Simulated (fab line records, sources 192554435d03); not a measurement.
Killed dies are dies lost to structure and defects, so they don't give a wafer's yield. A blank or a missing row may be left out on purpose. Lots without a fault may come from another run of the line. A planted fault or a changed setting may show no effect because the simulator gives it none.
fab line records | flow n5_finfet
record lots=13 wafers=36 last_day=17
route steps=1938 shown BEOL_M5@1178 BEOL_M6@1194 PASSIVATION@1936
lots that met no fault: from a run of the same line without faults
start_h: hours from the record's first day to the start of the lot's first wafer shown | wait_h: hours since the lot's step before | " the same as in the row above | L1.1+2: a row that stands for several wafers | - no value, or no start given | * or withheld: withheld | < > ~ a bound
route shown NAME@n: a module of which the file shows steps, and the number in the route of the first | usual: mean/standard deviation of fault-free wafers | same: alike in all rows | chamber/n: place in a boat | sites: the reading at each site | _std_site: their standard deviation | _edge_site: outer sites' mean less inner sites' | radius_mm: how far each site lies from the wafer's centre | mask NAME#n: copy n | behind: the tool/chamber that last shaped the wafer | hold: why the lot was held/for how many hours/how that ended | device: the transistor (n, p or np) that didn't switch | end of line: the same wafers' tests at the end of the route | a step without rows: its recipe alone | killed: dies lost to structure and defects at the first sort, not the wafer's yield | map: a wafer's dies, x killed, . not, _ none there
set.NAME: the setting as run; set.NAME@STEP: as run at that earlier step | model.NAME: the simulator's own value behind a step, which no gauge read
steps of the route over a sample of lots; a table a step, a row a wafer
services: from which hour (start_h, from the record's first day; less than 0 if before it) a tool's chamber was out of use, for how many hours, and why
## steps
# step N5_BEOL_M5_ANNEAL_82
# recipe temp_c=400 time_s=1800 ambient=vacuum
# usual heater_power_w=901/71
# columns lot.wafer tool chamber start_h wait_h heater_power_w
L913.1 pvd_sputter-01 - 194.43 0.0 921
L913.6 " - " " 1032
L917.1 pvd_sputter-01 - 208.20 0.0 914
L917.3 " - " " 990
L916.1 pvd_sputter-02 - 212.18 0.0 832
L916.6 " - " " 888
L918.3 pvd_sputter-03 - 227.14 0.0 874
L918.4 " - " " 823
L918.5 " - " " 992
L919.1 pvd_sputter-02 - 229.54 0.0 828
L919.5 " - " " 872
L919.6 " - " " 871
L920.1 pvd_sputter-02 - 234.41 0.0 841
L920.5 " - " " 855
L920.6 " - " " 835
L921.2 pvd_sputter-01 - 245.74 0.0 1003
L921.3 " - " " 936
L921.4 " - " " 866
L922.1 pvd_sputter-02 - 252.00 0.0 838
L922.2 " - " " 865
L922.3 " - " " 841
L926.1 pvd_sputter-03 - 254.80 0.0 928
L926.2 " - " " 872
L926.5 " - " " 818
L924.1 pvd_sputter-01 - 257.22 0.0 1018
L924.3 " - " " 995
L924.5 " - " " 1055
L927.1 pvd_sputter-01 - 274.92 0.0 1025
L927.4 " - " " 963
L927.6 " - " " 877
L930.1 pvd_sputter-03 - 301.74 0.0 991
L930.4 " - " " 929
L930.6 " - " " 878
L933.1 pvd_sputter-01 - 321.69 0.0 1003
L933.2 " - " " 886
L933.5 " - " " 1025
# step N5_BEOL_M5_SPUTTER_83
# recipe material=Cu target_thk_a=150 temp_c=-20 chamber_pressure_pa=0.07 power_w=withheld time_s=27.62
# usual throttle_valve_pct=29.6/0.96
# columns lot.wafer tool chamber start_h wait_h throttle_valve_pct
L913.1 pvd_sputter-01 - 195.44 0.5 27.6
L913.6 " - " " 29.5
L917.1 pvd_sputter-01 - 209.20 0.5 27.5
L917.3 " - " " 30.7
L916.1 pvd_sputter-02 - 213.18 0.5 29.2
L916.6 " - " " 28.8
L918.3 pvd_sputter-03 - 228.15 0.5 30.7
L918.4 " - " " 29.9
L918.5 " - " " 29.8
L919.1 pvd_sputter-02 - 230.55 0.5 29.8
L919.5 " - " " 28.3
L919.6 " - " " 30.3
L920.1 pvd_sputter-02 - 235.42 0.5 29.7
L920.5 " - " " 30.4
L920.6 " - " " 29.4
L921.2 pvd_sputter-01 - 246.74 0.5 29.3
L921.3 " - " " 27.7
L921.4 " - " " 31.1
L922.1 pvd_sputter-02 - 253.00 0.5 29.4
L922.2 " - " " 28.4
L922.3 " - " " 29.1
L926.1 pvd_sputter-03 - 255.81 0.5 28.7
L926.2 " - " " 30.9
L926.5 " - " " 29.9
L924.1 pvd_sputter-01 - 258.23 0.5 29.2
L924.3 " - " " 30.8
L924.5 " - " " 29.3
L927.1 pvd_sputter-01 - 275.93 0.5 29.3
L927.4 " - " " 30.7
L927.6 " - " " 31.4
L930.1 pvd_sputter-03 - 302.75 0.5 29.8
L930.4 " - " " 28.6
L930.6 " - " " 31.1
L933.1 pvd_sputter-01 - 322.70 0.5 30.8
L933.2 " - " " 31.1
L933.5 " - " " 29.0
# step N5_BEOL_M5_ANNEAL_51
# recipe temp_c=225 time_s=90 ambient=N2
# usual wafer_temp_C_max=226.1/0.53
# columns lot.wafer tool chamber start_h wait_h wafer_temp_C_max
L913.1 rtp_anneal-02 0 197.82 0.1 226.8
L913.6 " 0 " " 226.4
L917.1 rtp_anneal-01 0 211.58 0.1 225.9
L917.3 " 0 " " 225.9
L916.1 rtp_anneal-02 0 216.09 0.4 226.5
L916.6 " 0 " " 226.4
L918.3 rtp_anneal-01 0 230.61 0.1 225.4
L918.4 " 0 " " 225.5
L918.5 " 0 " " 225.5
L919.1 rtp_anneal-01 0 232.93 0.1 225.6
L919.5 " 0 " " 225.7
L919.6 " 0 " " 225.7
L920.1 rtp_anneal-01 0 237.79 0.1 225.7
L920.5 " 0 " " 226.2
L920.6 " 0 " " 225.9
L921.2 rtp_anneal-01 0 249.46 0.4 225.7
L921.3 " 0 " " 225.5
L921.4 " 0 " " 225.5
L922.1 rtp_anneal-02 0 255.40 0.1 226.3
L922.2 " 0 " " 226.7
L922.3 " 0 " " 226.3
L926.1 rtp_anneal-01 0 258.18 0.1 225.6
L926.2 " 0 " " 225.6
L926.5 " 0 " " 225.6
L924.1 rtp_anneal-01 0 260.71 0.2 225.9
L924.3 " 0 " " 225.5
L924.5 " 0 " " 226.0
L927.1 rtp_anneal-01 0 278.31 0.1 225.7
L927.4 " 0 " " 225.8
L927.6 " 0 " " 225.9
L930.1 rtp_anneal-02 0 305.13 0.1 227.8
L930.4 " 0 " " 226.5
L930.6 " 0 " " 226.8
L933.1 rtp_anneal-01 0 325.08 0.1 225.8
L933.2 " 0 " " 225.4
L933.5 " 0 " " 225.8
# step N5_BEOL_M6_ILD_DEP_00
# recipe material=SiCOH_lowk target_thk_a=1797.5 temp_c=300 precursor=DEMS/porogen pressure_torr=5 rf_w=500 time_s=33.4
# usual heater_power_w=302/64 showerhead_plenum_p_Torr=5.738/0.012 susceptor_temp_C=299.98/0.19 throttle_valve_pct=13.7/0.74
# columns lot.wafer tool chamber start_h wait_h heater_power_w showerhead_plenum_p_Torr susceptor_temp_C throttle_valve_pct
L913.1 pecvd-01 2 198.73 0.0 260 5.759 300.08 13.7
L913.6 " 0 " " 260 5.751 300.02 13.1
L917.1 pecvd-01 2 212.92 0.0 261 5.736 300.22 13.7
L917.3 " 1 " " 451 5.730 300.16 14.4
L916.1 pecvd-03 0 217.01 0.0 275 5.730 300.19 13.8
L916.6 " 0 " " 288 5.744 299.91 13.9
L918.3 pecvd-01 0 231.44 0.0 270 5.742 300.07 13.3
L918.4 " 0 " " 267 5.745 299.84 13.4
L918.5 " 1 " " 358 5.732 300.06 14.7
L919.1 pecvd-03 1 233.85 0.0 247 5.717 299.81 14.7
L919.5 " 1 " " 246 5.734 299.88 14.9
L919.6 " 2 " " 311 5.741 300.14 12.0
L920.1 pecvd-03 2 238.97 0.0 309 5.726 300.21 12.6
L920.5 " 0 " " 305 5.746 299.97 13.8
L920.6 " 2 " " 311 5.725 299.86 12.6
L921.2 pecvd-03 1 250.38 0.0 285 5.718 299.80 14.7
L921.3 " 2 " " 283 5.735 300.23 12.5
L921.4 " 2 " " 288 5.715 300.27 12.2
L922.1 pecvd-03 2 256.58 0.0 268 5.738 300.23 12.7
L922.2 " 1 " " 269 5.718 300.15 15.1
L922.3 " 0 " " 311 5.747 299.94 13.7
L926.1 pecvd-04 2 259.38 0.0 351 5.731 299.87 13.6
L926.2 " 0 " " 250 5.737 299.65 13.4
L926.5 " 2 " " 350 5.740 299.83 13.7
L924.1 pecvd-03 0 261.93 0.0 306 5.742 295.83 13.7
L924.3 " 2 " " 293 5.725 295.68 12.5
L924.5 " 2 " " 306 5.732 295.68 12.6
L927.1 pecvd-03 1 279.22 0.0 240 5.735 295.87 14.8
L927.4 " 1 " " 242 5.726 295.59 15.0
L927.6 " 2 " " 258 5.736 295.38 12.4
L930.1 pecvd-01 1 306.04 0.0 429 5.750 299.80 14.5
L930.4 " 0 " " 252 5.747 300.02 13.2
L930.6 " 1 " " 420 5.725 300.15 14.3
L933.1 pecvd-04 0 326.10 0.0 277 5.756 300.16 13.8
L933.2 " 2 " " 346 5.741 299.67 13.9
L933.5 " 1 " " 260 5.731 300.05 14.1
# step N5_PASSIVATION_PROBE_49
# usual defect_limited_yield=91.3/1.4 killed_at_M0_to_M3=33/9.9 killed_at_M4_up=15/5.6 killed_at_contacts=13/5.7 killed_at_front_end=38/12 killed_at_other=4/3.1 killed_dies=103/17 killed_on_rim=13/4 killed_open=66/13 killed_short=32/7.8 sort_bin_4_leakage=0.02/0.16 sort_bin_5_function=5.1/0.95 sort_bin_6_memory=3.2/0.68 sort_bin_8_speed=0.02/0.22 sort_n_pass=1077/17 sort_yield_pct=91.3/1.5
# same gross_dies=1180 killed_at_back_side=0
# columns lot.wafer tool chamber start_h wait_h defect_limited_yield[%] killed_at_M0_to_M3 killed_at_M4_up killed_at_contacts killed_at_front_end killed_at_other killed_dies killed_on_rim killed_open killed_short sort_bin_4_leakage[%] sort_bin_5_function[%] sort_bin_6_memory[%] sort_bin_8_speed[%] sort_n_pass sort_yield_pct[%]
L913.1 prober-02 - 294.34 0.0 91.2 56 5 12 25 6 104 14 56 45 0 4.1 4.3 0 1076 91.2
L913.6 prober-02 - 294.59 0.3 89.9 45 26 11 33 4 119 17 75 43 0 6.2 3.2 0 1061 89.9
L917.1 prober-01 - 298.65 0.0 91.0 33 20 12 39 2 106 15 70 33 0 5.0 3.6 0 1074 91.0
L917.3 prober-01 - 298.75 0.1 92.8 21 17 12 31 4 85 14 50 31 0 3.6 3.2 0 1095 92.8
L916.1 prober-01 - 305.33 0.0 88.1 41 14 20 56 9 140 17 93 45 0 6.9 4.2 0 1040 88.1
L916.6 prober-01 - 305.58 0.3 89.5 22 8 17 75 2 124 20 96 27 0 7.2 3.1 0 1056 89.5
L918.3 prober-02 - 321.27 0.1 90.9 28 15 11 50 3 107 15 62 39 0 5.3 2.8 0 1073 90.9
L918.4 prober-02 - 321.32 0.2 90.9 26 20 20 40 1 107 20 70 29 0 6.3 2.5 0 1073 90.9
L918.5 prober-02 - 321.37 0.2 90.9 29 14 23 39 2 107 13 69 35 1.27 5.7 3.1 0 1058 89.7
L919.1 prober-01 - 324.85 0.0 91.3 25 13 12 51 2 103 11 77 25 0 4.8 3.6 0 1077 91.3
L919.5 prober-01 - 325.05 0.2 92.4 25 25 7 31 2 90 12 60 28 0 4.5 3.0 0 1090 92.4
L919.6 prober-01 - 325.10 0.3 92.7 26 24 6 26 4 86 8 55 30 0 4.3 2.8 0 1094 92.7
L920.1 prober-01 - 335.18 0.0 93.1 26 15 11 27 2 81 14 51 25 0 3.9 2.5 0 1099 93.1
L920.5 prober-01 - 335.38 0.2 91.1 38 17 13 20 17 105 14 70 33 0 5.4 3.5 0 1075 91.1
L920.6 prober-01 - 335.43 0.3 92.7 27 13 8 31 7 86 16 49 28 0 3.8 2.6 0 1094 92.7
L921.2 prober-01 - 340.37 0.1 92.8 37 11 10 27 0 85 9 59 26 0 4.4 2.8 0 1095 92.8
L921.3 prober-01 - 340.42 0.1 90.4 47 16 12 32 6 113 7 61 48 0 5.0 3.9 0 1067 90.4
L921.4 prober-01 - 340.47 0.2 90.1 46 17 14 40 0 117 15 68 41 0 5.8 3.7 0 1063 90.1
L926.1 prober-01 - 350.34 0.0 89.2 49 18 14 41 6 128 12 86 40 0 6.1 4.4 0 1052 89.2
L926.2 prober-01 - 350.39 0.1 92.0 43 5 17 29 0 94 10 63 23 0 4.1 3.1 0 1086 92.0
L926.5 prober-01 - 350.54 0.2 92.5 40 10 11 23 4 88 9 58 28 0 4.7 2.5 0 1092 92.5
L922.1 prober-02 - 354.93 0.0 90.3 38 10 16 47 4 115 17 86 29 0 6.0 3.6 0 1065 90.3
L922.2 prober-02 - 354.98 0.1 92.3 28 10 20 30 3 91 14 61 23 0 4.6 2.8 0 1089 92.3
L922.3 prober-02 - 355.03 0.1 91.6 29 10 9 51 0 99 18 71 27 0 5.3 2.8 0 1081 91.6
L924.1 prober-01 - 356.39 0.0 89.0 41 15 19 50 5 130 18 71 48 0 7.2 3.4 0 1050 89.0
L924.3 prober-01 - 356.49 0.1 90.9 37 8 18 38 6 107 13 61 46 0 5.1 3.3 0 1073 90.9
L924.5 prober-01 - 356.59 0.2 93.1 29 7 16 23 7 82 9 59 18 0 3.7 3.1 0 1098 93.1
L927.1 prober-01 - 371.55 0.0 92.2 33 16 13 28 2 92 9 63 26 0 5.0 2.5 0 1088 92.2
L927.4 prober-01 - 371.70 0.2 93.1 27 12 4 38 0 81 9 56 21 0 4.0 2.5 0 1099 93.1
L927.6 prober-01 - 371.80 0.3 91.2 36 10 3 53 2 104 16 71 32 0 5.1 3.6 0 1076 91.2
L930.1 prober-01 - 396.70 0.0 91.0 36 10 12 43 5 106 15 65 37 0 5.1 3.4 0 1074 91.0
L930.4 prober-01 - 396.85 0.2 91.8 24 14 13 37 9 97 9 59 37 0 4.3 3.4 0 1083 91.8
L930.6 prober-01 - 396.95 0.3 92.2 23 13 12 36 8 92 10 59 29 0 4.2 3.2 0 1088 92.2
L933.1 prober-01 - 419.00 0.0 89.9 38 18 14 41 8 119 16 85 32 0 5.7 4.2 0.08 1060 89.8
L933.2 prober-01 - 419.05 0.1 92.4 19 8 8 46 9 90 16 57 27 0 4.7 2.8 2.63 1059 89.7
L933.5 prober-01 - 419.20 0.2 93.6 19 8 8 34 6 75 11 56 18 0 3.4 2.9 0 1105 93.6
# killed by level:class
L913.1 BEOL_M0_SAQP:geometric_particle:short=21 MOL_CONTACT_COAG:geometric_particle:open=10 BEOL_M0_SAQP:geometric_particle:open=10 BEOL_M1:geometric_particle:open=9 BEOL_M2:geometric_particle:open=6 STI_FIN_REVEAL:geometric_particle:open=5 ILD0:geometric_particle:short=4 GATE_CUT:geometric_particle:open=3
L913.6 BEOL_M0_SAQP:geometric_particle:short=13 BEOL_M4:geometric_particle:open=13 MOL_CONTACT_COAG:geometric_particle:open=10 BEOL_M1:geometric_particle:open=9 BEOL_M0_SAQP:geometric_particle:open=8 GATE_CUT:geometric_particle:open=6 BEOL_M5:geometric_particle:open=6 GATE_CUT:geometric_particle:short=5
L917.1 STI_FIN_REVEAL:geometric_particle:open=12 MOL_CONTACT_COAG:geometric_particle:open=11 BEOL_M0:geometric_particle:open=8 BEOL_M2:geometric_particle:open=7 FIN_SAQP:geometric_particle:open=6 BEOL_M0:geometric_particle:short=5 FIN_SAQP:geometric_particle:short=4 GATE_CUT:geometric_particle:short=4
L917.3 MOL_CONTACT_COAG:geometric_particle:open=9 FIN_SAQP:geometric_particle:open=6 DUMMY_GATE:geometric_particle:open=6 FIN_SAQP:geometric_particle:short=5 STARTING-WAFER:geometric_particle:short=5 GATE_CUT:geometric_particle:short=3 MOL_CONTACT_COAG:geometric_particle:short=3 BEOL_M0_SAQP:geometric_particle:short=3
L916.1 MOL_CONTACT_COAG:geometric_particle:open=18 FIN_SAQP:geometric_particle:open=14 BEOL_M3:geometric_particle:open=13 STI_FIN_REVEAL:geometric_particle:open=11 FIN_SAQP:geometric_particle:short=10 BEOL_M1:geometric_particle:open=9 BEOL_M2:geometric_particle:open=6 BEOL_M0_SAQP:geometric_particle:short=6
L916.6 STI_FIN_REVEAL:geometric_particle:open=32 MOL_CONTACT_COAG:geometric_particle:open=15 FIN_SAQP:geometric_particle:open=11 BEOL_M0_SAQP:geometric_particle:open=10 BEOL_M3:geometric_particle:open=7 DUMMY_GATE:geometric_particle:short=5 GATE_CUT:geometric_particle:short=5 FIN_SAQP:geometric_particle:short=4
L918.3 FIN_SAQP:geometric_particle:short=11 STI_FIN_REVEAL:geometric_particle:open=10 MOL_CONTACT_COAG:geometric_particle:open=9 GATE_CUT:geometric_particle:short=6 BEOL_M5:geometric_particle:open=6 BEOL_M1:geometric_particle:open=6 HKMG_FIN:area_etch=6 BEOL_M0_SAQP:geometric_particle:open=5
L918.4 FIN_SAQP:geometric_particle:open=16 MOL_CONTACT_COAG:geometric_particle:open=15 BEOL_M0_SAQP:geometric_particle:short=7 BEOL_M0_SAQP:geometric_particle:open=7 BEOL_M4:geometric_particle:open=6 STARTING-WAFER:geometric_particle:open=4 FIN_SAQP:geometric_particle:short=4 STI_FIN_REVEAL:geometric_particle:open=4
L918.5 MOL_CONTACT_COAG:geometric_particle:open=18 FIN_SAQP:geometric_particle:open=9 BEOL_M2:geometric_particle:open=8 FIN_SAQP:geometric_particle:short=7 BEOL_M1:geometric_particle:open=7 GATE_CUT:geometric_particle:open=6 BEOL_M0_SAQP:geometric_particle:short=6 BEOL_M4:geometric_particle:open=5
L919.1 FIN_SAQP:geometric_particle:open=26 BEOL_M3:geometric_particle:open=10 MOL_CONTACT_COAG:geometric_particle:open=8 BEOL_M5:geometric_particle:open=7 FIN_SAQP:geometric_particle:short=6 BEOL_M2:geometric_particle:open=5 MOL_CONTACT_COAG:geometric_particle:short=4 GATE_CUT:geometric_particle:short=3
L919.5 BEOL_M4:geometric_particle:open=11 FIN_SAQP:geometric_particle:open=9 FIN_SAQP:geometric_particle:short=9 BEOL_M2:geometric_particle:open=6 MOL_CONTACT_COAG:geometric_particle:open=5 BEOL_M0_SAQP:geometric_particle:short=5 BEOL_M3:geometric_particle:open=5 STARTING-WAFER:geometric_particle:open=5
L919.6 BEOL_M4:geometric_particle:open=15 GATE_CUT:geometric_particle:open=5 BEOL_M0_SAQP:geometric_particle:short=5 FIN_SAQP:geometric_particle:short=4 GATE_CUT:geometric_particle:short=4 MOL_CONTACT_COAG:geometric_particle:open=4 BEOL_M0_SAQP:geometric_particle:open=4 BEOL_M0:geometric_particle:short=4
L920.1 BEOL_M0_SAQP:geometric_particle:open=7 STI_FIN_REVEAL:geometric_particle:open=7 MOL_CONTACT_COAG:geometric_particle:open=7 FIN_SAQP:geometric_particle:open=6 BEOL_M3:geometric_particle:open=6 GATE_CUT:geometric_particle:short=5 BEOL_M2:geometric_particle:open=4 BEOL_M6:geometric_particle:open=4
L920.5 BEOL_M3:geometric_particle:open=14 MOL_CONTACT_COAG:geometric_particle:open=11 BEOL_M4:geometric_particle:open=7 BEOL_M0_SAQP:geometric_particle:open=7 MIM_TOP_ETCH:geometric_particle:short=7 BEOL_M2:geometric_particle:open=7 BEOL_M0_SAQP:geometric_particle:short=6 STI_FIN_REVEAL:geometric_particle:open=5
L920.6 BEOL_M3:geometric_particle:open=7 HKMG_FIN:area_etch=7 MOL_CONTACT_COAG:geometric_particle:open=6 FIN_SAQP:geometric_particle:short=5 STI_FIN_REVEAL:geometric_particle:open=5 BEOL_M1:geometric_particle:open=5 BEOL_M4:geometric_particle:open=5 ILD0:geometric_particle:short=3
L921.2 MOL_CONTACT_COAG:geometric_particle:open=9 BEOL_M2:geometric_particle:open=8 BEOL_M0:geometric_particle:open=7 BEOL_M4:geometric_particle:open=7 STI_FIN_REVEAL:geometric_particle:open=6 FIN_SAQP:geometric_particle:short=5 BEOL_M0:geometric_particle:short=5 BEOL_M2:geometric_particle:short=4
L921.3 BEOL_M3:geometric_particle:open=10 FIN_SAQP:geometric_particle:short=9 MOL_CONTACT_COAG:geometric_particle:open=8 BEOL_M2:geometric_particle:open=8 BEOL_M0_SAQP:geometric_particle:short=7 BEOL_M2:geometric_particle:short=7 STI_FIN_REVEAL:geometric_particle:open=6 DUMMY_GATE:geometric_particle:open=5
L921.4 FIN_SAQP:geometric_particle:short=19 BEOL_M0_SAQP:geometric_particle:open=11 BEOL_M4:geometric_particle:open=10 BEOL_M0_SAQP:geometric_particle:short=9 FIN_SAQP:geometric_particle:open=8 MOL_CONTACT_COAG:geometric_particle:open=8 BEOL_M2:geometric_particle:open=6 BEOL_M3:geometric_particle:open=6
L926.1 MOL_CONTACT_COAG:geometric_particle:open=14 BEOL_M0_SAQP:geometric_particle:open=13 BEOL_M0_SAQP:geometric_particle:short=11 FIN_SAQP:geometric_particle:open=9 BEOL_M4:geometric_particle:open=9 FIN_SAQP:geometric_particle:short=8 STI_FIN_REVEAL:geometric_particle:open=7 BEOL_M2:geometric_particle:open=7
L926.2 MOL_CONTACT_COAG:geometric_particle:open=14 BEOL_M0_SAQP:geometric_particle:open=14 BEOL_M0_SAQP:geometric_particle:short=8 BEOL_M3:geometric_particle:open=8 HKMG_FIN:area_etch=8 DUMMY_GATE:geometric_particle:open=5 STI_FIN_REVEAL:geometric_particle:open=4 STARTING-WAFER:geometric_particle:open=4
L926.5 BEOL_M3:geometric_particle:open=13 BEOL_M0_SAQP:geometric_particle:short=9 BEOL_M2:geometric_particle:open=9 MOL_CONTACT_COAG:geometric_particle:open=8 FIN_SAQP:geometric_particle:open=5 STARTING-WAFER:geometric_particle:open=5 BEOL_M4:geometric_particle:short=4 STI_FIN_REVEAL:geometric_particle:open=3
L922.1 STI_FIN_REVEAL:geometric_particle:open=27 MOL_CONTACT_COAG:geometric_particle:open=14 BEOL_M0_SAQP:geometric_particle:short=14 BEOL_M0_SAQP:geometric_particle:open=13 FIN_SAQP:geometric_particle:open=5 STI_FIN_REVEAL:geometric_particle:short=5 BEOL_M1:geometric_particle:open=4 BEOL_M2:geometric_particle:open=4
L922.2 MOL_CONTACT_COAG:geometric_particle:open=15 BEOL_M2:geometric_particle:open=8 FIN_SAQP:geometric_particle:open=7 BEOL_M3:geometric_particle:open=7 STI_FIN_REVEAL:geometric_particle:open=5 MOL_CONTACT_COAG:geometric_particle:short=5 BEOL_M0_SAQP:geometric_particle:open=5 BEOL_M0_SAQP:geometric_particle:short=4
L922.3 STI_FIN_REVEAL:geometric_particle:open=19 FIN_SAQP:geometric_particle:open=8 MOL_CONTACT_COAG:geometric_particle:open=7 BEOL_M0_SAQP:geometric_particle:open=7 BEOL_M1:geometric_particle:open=6 BEOL_M2:geometric_particle:open=6 FIN_SAQP:geometric_particle:short=5 DUMMY_GATE:geometric_particle:open=5
L924.1 FIN_SAQP:geometric_particle:short=16 MOL_CONTACT_COAG:geometric_particle:open=15 BEOL_M0_SAQP:geometric_particle:short=10 FIN_SAQP:geometric_particle:open=9 BEOL_M2:geometric_particle:open=8 BEOL_M4:geometric_particle:open=7 BEOL_M0_SAQP:geometric_particle:open=5 BEOL_M0:geometric_particle:open=5
L924.3 MOL_CONTACT_COAG:geometric_particle:open=11 GATE_CUT:geometric_particle:short=9 FIN_SAQP:geometric_particle:open=8 BEOL_M0_SAQP:geometric_particle:short=8 FIN_SAQP:geometric_particle:short=7 MOL_CONTACT_COAG:geometric_particle:short=7 BEOL_M1:geometric_particle:open=7 BEOL_M0_SAQP:geometric_particle:open=6
L924.5 MOL_CONTACT_COAG:geometric_particle:open=14 BEOL_M0:geometric_particle:open=7 BEOL_M1:geometric_particle:open=7 BEOL_M2:geometric_particle:open=5 FIN_SAQP:geometric_particle:open=4 DUMMY_GATE:geometric_particle:open=4 GATE_CUT:geometric_particle:short=4 PASS1_CAP:geometric_particle:open=3
L927.1 MOL_CONTACT_COAG:geometric_particle:open=11 BEOL_M4:geometric_particle:open=10 STI_FIN_REVEAL:geometric_particle:open=8 BEOL_M1:geometric_particle:open=8 FIN_SAQP:geometric_particle:open=6 BEOL_M0_SAQP:geometric_particle:short=5 BEOL_M2:geometric_particle:open=5 BEOL_M3:geometric_particle:short=4
L927.4 FIN_SAQP:geometric_particle:open=10 BEOL_M1:geometric_particle:open=10 FIN_SAQP:geometric_particle:short=6 BEOL_M0_SAQP:geometric_particle:open=5 BEOL_M4:geometric_particle:open=5 BEOL_M0_SAQP:geometric_particle:short=4 BEOL_M3:geometric_particle:open=4 STI_FIN_REVEAL:geometric_particle:open=3
L927.6 STI_FIN_REVEAL:geometric_particle:open=18 FIN_SAQP:geometric_particle:open=10 BEOL_M1:geometric_particle:open=10 BEOL_M3:geometric_particle:open=7 GATE_CUT:geometric_particle:open=5 BEOL_M0_SAQP:geometric_particle:open=5 BEOL_M0_SAQP:geometric_particle:short=5 FIN_SAQP:geometric_particle:short=3
L930.1 STI_FIN_REVEAL:geometric_particle:open=11 MOL_CONTACT_COAG:geometric_particle:open=10 FIN_SAQP:geometric_particle:short=8 BEOL_M2:geometric_particle:open=8 BEOL_M3:geometric_particle:open=6 BEOL_M0_SAQP:geometric_particle:open=5 GATE_CUT:geometric_particle:short=5 BEOL_M1:geometric_particle:open=5
L930.4 MOL_CONTACT_COAG:geometric_particle:open=12 BEOL_M3:geometric_particle:open=8 FIN_SAQP:geometric_particle:short=6 BEOL_M0_SAQP:geometric_particle:short=6 FIN_SAQP:geometric_particle:open=5 STI_FIN_REVEAL:geometric_particle:open=4 DUMMY_GATE:geometric_particle:open=4 GATE_CUT:geometric_particle:short=4
L930.6 FIN_SAQP:geometric_particle:open=11 MOL_CONTACT_COAG:geometric_particle:open=9 STI_FIN_REVEAL:geometric_particle:open=5 BEOL_M0_SAQP:geometric_particle:short=5 BEOL_M4:geometric_particle:open=5 FIN_SAQP:geometric_particle:short=4 BEOL_M0_SAQP:geometric_particle:open=4 PAD_METAL:geometric_particle:open=4
L933.1 STI_FIN_REVEAL:geometric_particle:open=13 BEOL_M3:geometric_particle:open=12 MOL_CONTACT_COAG:geometric_particle:open=10 BEOL_M2:geometric_particle:open=9 BEOL_M3:geometric_particle:short=6 BEOL_M4:geometric_particle:open=6 DUMMY_GATE:geometric_particle:open=5 BEOL_M0_SAQP:geometric_particle:open=5
L933.2 STI_FIN_REVEAL:geometric_particle:open=13 FIN_SAQP:geometric_particle:open=7 MOL_CONTACT_COAG:geometric_particle:open=7 GATE_CUT:geometric_particle:short=4 BEOL_M2:geometric_particle:open=4 FIN_SAQP:geometric_particle:short=3 BEOL_M4:geometric_particle:open=3 ILD0:geometric_particle:short=3
L933.5 STI_FIN_REVEAL:geometric_particle:open=14 MOL_CONTACT_COAG:geometric_particle:open=7 FIN_SAQP:geometric_particle:open=4 DUMMY_GATE:geometric_particle:open=4 BEOL_M0_SAQP:geometric_particle:open=4 BEOL_M1:geometric_particle:open=4 BEOL_M3:geometric_particle:open=3 BEOL_M4:geometric_particle:open=3
## services
# columns tool chamber start_h hours kind
pecvd-03 1 190.69 5.5 scheduled_down
pecvd-04 1 199.84 2.1 scheduled_down
pecvd-01 - 216.10 0.8 repair
pvd_sputter-03 - 216.20 4.0 repair
pecvd-04 0 262.33 5.5 scheduled_down
pecvd-01 2 263.32 2.1 scheduled_down
pecvd-04 - 270.79 3.2 repair
pecvd-01 2 272.76 7.5 repair
pecvd-03 1 281.86 19.3 repair
pecvd-04 0 286.04 5.0 scheduled_down
pecvd-01 2 310.46 16.5 scheduled_down
pecvd-01 - 316.00 14.6 pm
## key
first_sign step=N5_BEOL_M6_ILD_DEP_00 reading=susceptor_temp_C direction=down sigmas=22 usual=* struck=*
effect none on later readings
met_at N5_BEOL_M6_ILD_DEP_00
struck_lots L924,L927
not_acting_at N5_BEOL_M5_ANNEAL_82,N5_BEOL_M5_SPUTTER_83,N5_BEOL_M5_ANNEAL_51
onset_between 256.58 261.93
fault kind=process_parameter_drift tool=pecvd-03 chamber=- onset_h=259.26 steps=N5_BEOL_M6_ILD_DEP_00 channel=temp_c offset=* shape=step end_h=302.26 acts_in=* stated=*
